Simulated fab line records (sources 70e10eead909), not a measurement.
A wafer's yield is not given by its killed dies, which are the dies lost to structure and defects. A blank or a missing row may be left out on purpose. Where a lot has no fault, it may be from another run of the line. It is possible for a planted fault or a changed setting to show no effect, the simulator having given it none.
fab line records -- flow nandHarc
record lots=7, wafers=19, lastDay=33
route steps=1302 shown A_ONON_D2@550 END@1302
lots untouched by any fault: they come from a run of this same line in which no faults occurred
startH: hours from the record's opening day to when the first of the lot's shown wafers began -- waitH: time in hours since the lot's previous step -- " as in the row above -- L1.1+2: one row covering several wafers at once -- - no value, or no start given -- * or withheld: withheld -- < > ~ a bound
route shown NAME@n: NAME is a module with steps in the file, n the number in the route of the first one -- usual: the fault-free wafers' mean and standard deviation -- same: alike in all rows -- chamber/n: place in a boat -- sites: readings site by site -- _std_site: the standard deviation of these -- _edge_site: inner sites' mean taken away from outer sites' mean -- radiusMm: how far each site lies from the wafer's centre -- mask NAME#n: copy n -- behind: the tool/chamber that last shaped the wafer -- hold: the reason the lot was held/the length of the hold in hours/how it ended -- device: transistor that didn't switch, given as n, p or np -- end of line: tests of these same wafers at the route's end -- a step given without rows: its recipe and nothing more -- killed: at the first sort, the dies lost to defects and structure; wafer yield is something else -- map: a wafer's dies, x killed, . not, _ none there
set.NAME: the setting as run; set.NAME@STEP: as run at that earlier step -- model.NAME: the simulator's own value behind a step, which no gauge read
lots at selected steps of the route; one table per step, one row per wafer
services: a tool's chamber out of use, with start hour (startH, from the record's first day; less than 0 if before it), hours out, and reason
## steps
# step NHARC_A_ONON_D2_THK_MEAS_08
# recipe thkMeasGauge=ellipsometry
# usual thkNm=1003/10
lot.wafer,tool,chamber,startH,waitH,thkNm
L311.1,filmMetro-02,-,279.89,-,1001
L311.4,filmMetro-02,-,279.89,-,1000
L311.5,filmMetro-02,-,279.89,-,1000
L319.4,filmMetro-01,-,367.93,-,998
L319.6,filmMetro-01,-,367.93,-,997
L321.1,filmMetro-01,-,383.04,-,989
L321.6,filmMetro-01,-,383.04,-,987
L322.1,filmMetro-01,-,397.24,-,1006
L322.4,filmMetro-01,-,397.24,-,1005
L322.6,filmMetro-01,-,397.24,-,1003
L329.2,filmMetro-01,-,466.49,-,981
L329.3,filmMetro-01,-,466.49,-,980
L329.5,filmMetro-01,-,466.49,-,980
L330.1,filmMetro-02,-,482.03,-,985
L330.4,filmMetro-02,-,482.03,-,984
L330.5,filmMetro-02,-,482.03,-,987
L333.3,filmMetro-02,-,499.67,-,1004
L333.4,filmMetro-02,-,499.67,-,1003
L333.6,filmMetro-02,-,499.67,-,1003
# step NHARC_A_ONON_D2_DEP_09
# recipe targetThkA=10000, n2FlowSccm=2750, n2oFlowSccm=2000, nh3FlowSccm=500, sih4FlowSccm=210, tempC=400
# step NHARC_A_ONON_D2_THK_MEAS_11
# recipe thkMeasGauge=ellipsometry
# usual thkNm=997/8.2
lot.wafer,tool,chamber,startH,waitH,thkNm
L311.1,filmMetro-01,-,280.58,-,1011
L311.4,filmMetro-01,-,280.58,-,1011
L311.5,filmMetro-01,-,280.58,-,1010
L319.4,filmMetro-02,-,368.50,-,998
L319.6,filmMetro-02,-,368.50,-,1003
L321.1,filmMetro-01,-,383.61,-,1000
L321.6,filmMetro-01,-,383.61,-,999
L322.1,filmMetro-02,-,397.81,-,994
L322.4,filmMetro-02,-,397.81,-,992
L322.6,filmMetro-02,-,397.81,-,992
L329.2,filmMetro-01,-,467.05,-,1002
L329.3,filmMetro-01,-,467.05,-,1000
L329.5,filmMetro-01,-,467.05,-,1003
L330.1,filmMetro-01,-,482.59,-,1002
L330.4,filmMetro-01,-,482.59,-,1001
L330.5,filmMetro-01,-,482.59,-,1001
L333.3,filmMetro-01,-,500.23,-,994
L333.4,filmMetro-01,-,500.23,-,995
L333.6,filmMetro-01,-,500.23,-,995
# step NHARC_A_ONON_D2_DEP_12
# recipe targetThkA=10000, n2FlowSccm=2750, n2oFlowSccm=2000, nh3FlowSccm=500, sih4FlowSccm=210, tempC=400
# step NHARC_A_ONON_D2_THK_MEAS_14
# recipe thkMeasGauge=ellipsometry
# usual thkNm=1000/11
lot.wafer,tool,chamber,startH,waitH,thkNm
L311.1,filmMetro-02,-,281.15,-,991
L311.4,filmMetro-02,-,281.15,-,989
L311.5,filmMetro-02,-,281.15,-,991
L319.4,filmMetro-01,-,369.06,-,1013
L319.6,filmMetro-01,-,369.06,-,1013
L321.1,filmMetro-01,-,384.18,-,1003
L321.6,filmMetro-01,-,384.18,-,1002
L322.1,filmMetro-01,-,398.38,-,1015
L322.4,filmMetro-01,-,398.38,-,1014
L322.6,filmMetro-01,-,398.38,-,1015
L329.2,filmMetro-02,-,467.62,-,1010
L329.3,filmMetro-02,-,467.62,-,1009
L329.5,filmMetro-02,-,467.62,-,1010
L330.1,filmMetro-02,-,483.16,-,998
L330.4,filmMetro-02,-,483.16,-,995
L330.5,filmMetro-02,-,483.16,-,998
L333.3,filmMetro-02,-,500.79,-,994
L333.4,filmMetro-02,-,500.79,-,994
L333.6,filmMetro-02,-,500.79,-,992
# step NHARC_A_ONON_D2_ANNEAL_15
# recipe tempC=750, timeS=3600
# step NHARC_A_ONON_D2_DEP_16
# recipe targetThkA=10000, n2FlowSccm=2750, n2oFlowSccm=2000, nh3FlowSccm=500, sih4FlowSccm=210, tempC=400
# step NHARC_A_ONON_D2_THK_MEAS_18
# recipe thkMeasGauge=ellipsometry
# usual thkNm=1002/8.7
lot.wafer,tool,chamber,startH,waitH,thkNm
L311.1,filmMetro-01,-,289.01,-,993
L311.4,filmMetro-01,-,289.01,-,992
L311.5,filmMetro-01,-,289.01,-,994
L319.4,filmMetro-01,-,376.42,-,999
L319.6,filmMetro-01,-,376.42,-,998
L321.1,filmMetro-02,-,392.67,-,1009
L321.6,filmMetro-02,-,392.67,-,1007
L322.1,filmMetro-01,-,406.44,-,986
L322.4,filmMetro-01,-,406.44,-,986
L322.6,filmMetro-01,-,406.44,-,987
L329.2,filmMetro-02,-,475.40,-,992
L329.3,filmMetro-02,-,475.40,-,992
L329.5,filmMetro-02,-,475.40,-,994
L330.1,filmMetro-01,-,492.18,-,999
L330.4,filmMetro-01,-,492.18,-,997
L330.5,filmMetro-01,-,492.18,-,997
L333.3,filmMetro-01,-,508.82,-,1003
L333.4,filmMetro-01,-,508.82,-,1002
L333.6,filmMetro-01,-,508.82,-,1004
# step NHARC_A_ONON_D2_DEP_19
# recipe targetThkA=10000, n2FlowSccm=2750, n2oFlowSccm=2000, nh3FlowSccm=500, sih4FlowSccm=210, tempC=400
# step NHARC_A_ONON_D2_THK_MEAS_21
# recipe thkMeasGauge=ellipsometry
# usual thkNm=1002/10
lot.wafer,tool,chamber,startH,waitH,thkNm
L311.1,filmMetro-01,-,289.58,-,1008
L311.4,filmMetro-01,-,289.58,-,1008
L311.5,filmMetro-01,-,289.58,-,1006
L319.4,filmMetro-01,-,376.99,-,1009
L319.6,filmMetro-01,-,376.99,-,1008
L321.1,filmMetro-01,-,393.24,-,1004
L321.6,filmMetro-01,-,393.24,-,1001
L322.1,filmMetro-02,-,407.00,-,1012
L322.4,filmMetro-02,-,407.00,-,1014
L322.6,filmMetro-02,-,407.00,-,1010
L329.2,filmMetro-02,-,475.96,-,1007
L329.3,filmMetro-02,-,475.96,-,1005
L329.5,filmMetro-02,-,475.96,-,1005
L330.1,filmMetro-02,-,492.74,-,1011
L330.4,filmMetro-02,-,492.74,-,1012
L330.5,filmMetro-02,-,492.74,-,1009
L333.3,filmMetro-01,-,509.38,-,988
L333.4,filmMetro-01,-,509.38,-,990
L333.6,filmMetro-01,-,509.38,-,991
# step NHARC_A_ONON_D2_DEP_22
# recipe targetThkA=10000, n2FlowSccm=2750, n2oFlowSccm=2000, nh3FlowSccm=500, sih4FlowSccm=210, tempC=400
# step NHARC_A_ONON_D2_THK_MEAS_24
# recipe thkMeasGauge=ellipsometry
# usual thkNm=1002/8.4
lot.wafer,tool,chamber,startH,waitH,thkNm
L311.1,filmMetro-01,-,290.14,-,1000
L311.4,filmMetro-01,-,290.14,-,1002
L311.5,filmMetro-01,-,290.14,-,1001
L319.4,filmMetro-01,-,377.55,-,1012
L319.6,filmMetro-01,-,377.55,-,1012
L321.1,filmMetro-01,-,393.80,-,1011
L321.6,filmMetro-01,-,393.80,-,1010
L322.1,filmMetro-02,-,407.56,-,1018
L322.4,filmMetro-02,-,407.56,-,1018
L322.6,filmMetro-02,-,407.56,-,1021
L329.2,filmMetro-02,-,476.53,-,1005
L329.3,filmMetro-02,-,476.53,-,1004
L329.5,filmMetro-02,-,476.53,-,1004
L330.1,filmMetro-01,-,493.30,-,995
L330.4,filmMetro-01,-,493.30,-,996
L330.5,filmMetro-01,-,493.30,-,995
L333.3,filmMetro-02,-,509.94,-,993
L333.4,filmMetro-02,-,509.94,-,995
L333.6,filmMetro-02,-,509.94,-,994
# step NHARC_A_ONON_D2_DEP_25
# recipe targetThkA=10000, n2FlowSccm=2750, n2oFlowSccm=2000, nh3FlowSccm=500, sih4FlowSccm=210, tempC=400
# usual sih4FlowSccm=210.0/0.62
lot.wafer,tool,chamber,startH,waitH,sih4FlowSccm
L311.1,pecvdOnon-02,0,290.20,0.1,210.5
L311.4,pecvdOnon-02,0,290.20,0.1,210.6
L311.5,pecvdOnon-02,0,290.20,0.1,210.5
L319.4,pecvdOnon-04,0,377.78,0.2,208.8
L319.6,pecvdOnon-04,0,377.78,0.2,209.2
L321.1,pecvdOnon-04,0,393.86,0.1,210.9
L321.6,pecvdOnon-04,0,393.86,0.1,209.2
L322.1,pecvdOnon-04,0,407.62,0.1,210.5
L322.4,pecvdOnon-04,0,407.62,0.1,210.9
L322.6,pecvdOnon-04,0,407.62,0.1,210.2
L329.2,pecvdOnon-04,0,476.64,0.1,210.9
L329.3,pecvdOnon-04,0,476.64,0.1,211.0
L329.5,pecvdOnon-04,0,476.64,0.1,210.6
L330.1,pecvdOnon-01,0,493.36,0.1,209.9
L330.4,pecvdOnon-01,0,493.36,0.1,210.2
L330.5,pecvdOnon-01,0,493.36,0.1,209.6
L333.3,pecvdOnon-01,0,510.12,0.2,210.3
L333.4,pecvdOnon-01,0,510.12,0.2,209.7
L333.6,pecvdOnon-01,0,510.12,0.2,210.2
# step NHARC_A_ONON_D2_THK_MEAS_27
# recipe thkMeasGauge=ellipsometry
# usual thkNm=1002/9.3
lot.wafer,tool,chamber,startH,waitH,thkNm
L311.1,filmMetro-01,-,290.71,-,995
L311.4,filmMetro-01,-,290.71,-,995
L311.5,filmMetro-01,-,290.71,-,995
L319.4,filmMetro-01,-,378.12,-,670
L319.6,filmMetro-01,-,378.12,-,672
L321.1,filmMetro-02,-,394.39,-,1000
L321.6,filmMetro-02,-,394.39,-,677
L322.1,filmMetro-02,-,408.13,-,1005
L322.4,filmMetro-02,-,408.13,-,675
L322.6,filmMetro-02,-,408.13,-,676
L329.2,filmMetro-01,-,477.09,-,1009
L329.3,filmMetro-01,-,477.09,-,1010
L329.5,filmMetro-01,-,477.09,-,1010
L330.1,filmMetro-02,-,493.87,-,1001
L330.4,filmMetro-02,-,493.87,-,1001
L330.5,filmMetro-02,-,493.87,-,1002
L333.3,filmMetro-01,-,510.52,-,999
L333.4,filmMetro-01,-,510.52,-,998
L333.6,filmMetro-01,-,510.52,-,999
# step NHARC_A_ONON_D2_DEP_28
# recipe targetThkA=10000, n2FlowSccm=2750, n2oFlowSccm=2000, nh3FlowSccm=500, sih4FlowSccm=210, tempC=400
# step NHARC_END_SORT_01
# recipe tempC=25
# usual killedAtArray=46/16, killedAtOther=0.9/1.3, killedAtPeriphery=4.1/3, killedDies=51/17, killedOpen=3.5/1.8, killedShort=2.5/1.8
# same grossDies=677
lot.wafer,tool,chamber,startH,waitH,killedAtArray,killedAtOther,killedAtPeriphery,killedDies,killedOpen,killedShort
L319.4,prober-01,0,661.16,3.5,669,1,7,677,7,3
L319.6,prober-01,0,662.80,4.1,675,0,2,677,5,2
L321.6,prober-02,0,672.08,4.0,677,0,0,677,3,2
L322.4,prober-01,0,692.27,3.4,668,2,7,677,4,1
L322.6,prober-01,0,693.86,4.0,667,2,8,677,8,4
# killed by level:class
L319.4 A_ONON_D2:areaDep=581 A_CHANNEL_HOLE_D1:chamberFilmFlake=37 A_SLIT:chamberFilmFlake=36 P_GATE:chamberFilmFlake=4 A_CHANNEL_HOLE_D2:chamberFilmFlake=4 A_CONTACT:chamberFilmFlake=2 P_CONTACT:geometricParticle:open=1 P_M0:geometricParticle:open=1
L319.6 A_ONON_D2:areaDep=594 A_CHANNEL_HOLE_D1:chamberFilmFlake=33 A_SLIT:chamberFilmFlake=21 A_CHANNEL_HOLE_D2:chamberFilmFlake=16 A_CONTACT:chamberFilmFlake=3 A_M0:geometricParticle:open=2 A_ONON_D1:geometricParticle:short=1 A_CHANNEL_FILL_D2:geometricParticle:short=1
L321.6 A_ONON_D2:areaDep=653 A_CHANNEL_HOLE_D2:chamberFilmFlake=6 A_CHANNEL_HOLE_D1:chamberFilmFlake=5 A_SLIT:chamberFilmFlake=3 A_CONTACT:chamberFilmFlake=3 A_CHANNEL_FILL_D2:geometricParticle:open=2 A_WL_FILL:geometricParticle:short=2 A_BLC:geometricParticle:open=1
L322.4 A_ONON_D2:areaDep=636 A_CHANNEL_HOLE_D2:chamberFilmFlake=12 P_M1:chamberFilmFlake=4 A_CHANNEL_HOLE_D1:chamberFilmFlake=4 A_M1:chamberFilmFlake=4 A_STAIRCASE:chamberFilmFlake=2 A_WL_FILL:chamberFilmFlake=2 A_CONTACT:chamberFilmFlake=2
L322.6 A_ONON_D2:areaDep=633 A_CHANNEL_HOLE_D2:chamberFilmFlake=15 A_CHANNEL_HOLE_D1:chamberFilmFlake=8 P_M0:geometricParticle:open=4 P_M1:chamberFilmFlake=2 A_SLIT:chamberFilmFlake=2 A_WL_FILL:chamberFilmFlake=2 A_M1:chamberFilmFlake=2
# map L319.4 (x killed, . not)
____________x____________
_________xxxxxxx_________
_______xxxxxxxxxxx_______
______xxxxxxxxxxxxx______
_____xxxxxxxxxxxxxxx_____
____xxxxxxxxxxxxxxxxx____
____xxxxxxxxxxxxxxxxx____
___xxxxxxxxxxxxxxxxxxx___
___xxxxxxxxxxxxxxxxxxx___
__xxxxxxxxxxxxxxxxxxxxx__
__xxxxxxxxxxxxxxxxxxxxx__
_xxxxxxxxxxxxxxxxxxxxxxx_
_xxxxxxxxxxxxxxxxxxxxxxx_
_xxxxxxxxxxxxxxxxxxxxxxx_
_xxxxxxxxxxxxxxxxxxxxxxx_
_xxxxxxxxxxxxxxxxxxxxxxx_
xxxxxxxxxxxxxxxxxxxxxxxxx
xxxxxxxxxxxxxxxxxxxxxxxxx
xxxxxxxxxxxxxxxxxxxxxxxxx
xxxxxxxxxxxxxxxxxxxxxxxxx
xxxxxxxxxxxxxxxxxxxxxxxxx
_xxxxxxxxxxxxxxxxxxxxxxx_
_xxxxxxxxxxxxxxxxxxxxxxx_
_xxxxxxxxxxxxxxxxxxxxxxx_
_xxxxxxxxxxxxxxxxxxxxxxx_
_xxxxxxxxxxxxxxxxxxxxxxx_
__xxxxxxxxxxxxxxxxxxxxx__
__xxxxxxxxxxxxxxxxxxxxx__
___xxxxxxxxxxxxxxxxxxx___
___xxxxxxxxxxxxxxxxxxx___
____xxxxxxxxxxxxxxxxx____
____xxxxxxxxxxxxxxxxx____
_____xxxxxxxxxxxxxxx_____
______xxxxxxxxxxxxx______
_______xxxxxxxxxxx_______
_________xxxxxxx_________
____________x____________
# map L321.6 (x killed, . not)
____________x____________
_________xxxxxxx_________
_______xxxxxxxxxxx_______
______xxxxxxxxxxxxx______
_____xxxxxxxxxxxxxxx_____
____xxxxxxxxxxxxxxxxx____
____xxxxxxxxxxxxxxxxx____
___xxxxxxxxxxxxxxxxxxx___
___xxxxxxxxxxxxxxxxxxx___
__xxxxxxxxxxxxxxxxxxxxx__
__xxxxxxxxxxxxxxxxxxxxx__
_xxxxxxxxxxxxxxxxxxxxxxx_
_xxxxxxxxxxxxxxxxxxxxxxx_
_xxxxxxxxxxxxxxxxxxxxxxx_
_xxxxxxxxxxxxxxxxxxxxxxx_
_xxxxxxxxxxxxxxxxxxxxxxx_
xxxxxxxxxxxxxxxxxxxxxxxxx
xxxxxxxxxxxxxxxxxxxxxxxxx
xxxxxxxxxxxxxxxxxxxxxxxxx
xxxxxxxxxxxxxxxxxxxxxxxxx
xxxxxxxxxxxxxxxxxxxxxxxxx
_xxxxxxxxxxxxxxxxxxxxxxx_
_xxxxxxxxxxxxxxxxxxxxxxx_
_xxxxxxxxxxxxxxxxxxxxxxx_
_xxxxxxxxxxxxxxxxxxxxxxx_
_xxxxxxxxxxxxxxxxxxxxxxx_
__xxxxxxxxxxxxxxxxxxxxx__
__xxxxxxxxxxxxxxxxxxxxx__
___xxxxxxxxxxxxxxxxxxx___
___xxxxxxxxxxxxxxxxxxx___
____xxxxxxxxxxxxxxxxx____
____xxxxxxxxxxxxxxxxx____
_____xxxxxxxxxxxxxxx_____
______xxxxxxxxxxxxx______
_______xxxxxxxxxxx_______
_________xxxxxxx_________
____________x____________
## services
tool,chamber,startH,hours,kind
pecvdOnon-01,-,269.33,13.0,pm
pecvdOnon-04,-,311.29,13.0,pm
pecvdOnon-02,-,366.00,13.0,pm
pecvdOnon-01,-,450.42,13.0,pm
pecvdOnon-04,-,492.29,13.0,pm
## key
firstSign step=NHARC_A_ONON_D2_THK_MEAS_27, reading=thkNm, direction=down, sigmas=35, usual=1002, struck=674
effect step=NHARC_END_SORT_01, reading=killedAtArray, direction=up, sigmas=38, usual=46, struck=671
moreKillsBornAt NHARC_A_ONON_D2_DEP_25@pecvdOnon-04=3097
metAt NHARC_A_ONON_D2_DEP_25
struckWafers L319.4,L319.6,L321.6,L322.4,L322.6
laterRowsLeftOut L319.4,L319.6,L321.6,L322.4,L322.6
testerLeftOut L319,L321,L322
fault kind=processParameterDrift, tool=pecvdOnon-04, chamber=-, onsetH=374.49, steps=NHARC_A_ONON_D2_DEP_25, channel=targetThkA, offset=*, shape=step, endH=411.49, scope=struckWafersOnly, actsIn=*, stated=*
# testerLeftOut: of these lots the tester's yield and bins aren't shown, on N5 and GAA mostly nor the transistor test; their killed dies are dies lost to structure and defects alone, not to doping, threshold or leakage, so they don't give the yield
# laterRowsLeftOut: the simulator's readings of these wafers behind a module that went badly wrong aren't trusted and aren't shown, but for the sort
